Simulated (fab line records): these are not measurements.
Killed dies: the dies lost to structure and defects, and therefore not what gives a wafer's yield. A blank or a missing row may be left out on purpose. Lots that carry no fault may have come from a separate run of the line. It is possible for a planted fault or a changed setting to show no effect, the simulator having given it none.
Chamber matching | flow n5_finfet | rie_diel-02 running N5_BEOL_M12_DESCUM_15: 4 sister chambers
The step chemistry O2, time 7.9 s. 8 wafers are shown with their chamber, then 9 later ones without.

== EACH WAFER AND ITS CHAMBER ==
wafer  | chamber | drypump_motor_current_A (A) | showerhead_plenum_p_Torr (Torr)
L079.4 | 2       | 5.1                         | 2.16
L078.4 | 2       | 5.1                         | 2.16
L080.4 | 1       | 5.7                         | 2.11
L083.3 | 1       | 5.7                         | 2.10
L083.5 | 3       | 5.3                         | 2.15
L087.1 | 3       | 5.3                         | 2.14
L087.2 | 0       | 6.2                         | 2.16
L087.4 | 0       | 6.1                         | 2.16

== WAFERS MISSING THEIR CHAMBER ==
wafer  | drypump_motor_current_A (A) | showerhead_plenum_p_Torr (Torr)
L089.2 | 5.8                         | 2.10
L089.3 | 6.1                         | 2.15
L089.6 | 6.1                         | 2.15
L093.1 | 5.1                         | 2.15
L093.5 | 5.7                         | 2.10
L093.6 | 6.1                         | 2.15
L095.1 | 5.1                         | 2.15
L095.2 | 6.2                         | 2.15
L095.4 | 5.7                         | 2.09

== CHAMBER TAKEN BY EACH ==
wafer  | from the rows above | in truth
L089.2 | 1                   | 1
L089.3 | 0                   | 0
L089.6 | 0                   | 0
L093.1 | 2                   | 2
L093.5 | 1                   | 1
L093.6 | 0                   | 0
L095.1 | 2                   | 2
L095.2 | 0                   | 0
L095.4 | 1                   | 1
Correct placement for 9 of the 9. Number that these rows cannot place: 0. Number placed wrongly: 0.
How it was worked out, from the rows above alone: a wafer's distance from a chamber is the root of the sum, over the readings, of the square of ((its reading less the chamber's mean) divided by the reading's scatter). The wafer belongs to the nearest chamber; if the next one is less than 2 further off, it can't be placed. Each chamber's mean is taken over the wafers shown for it. The scatter: take each reading less its chamber's mean, square it, sum over the shown wafers, divide by the number of wafers less the number of chambers, and take the root.
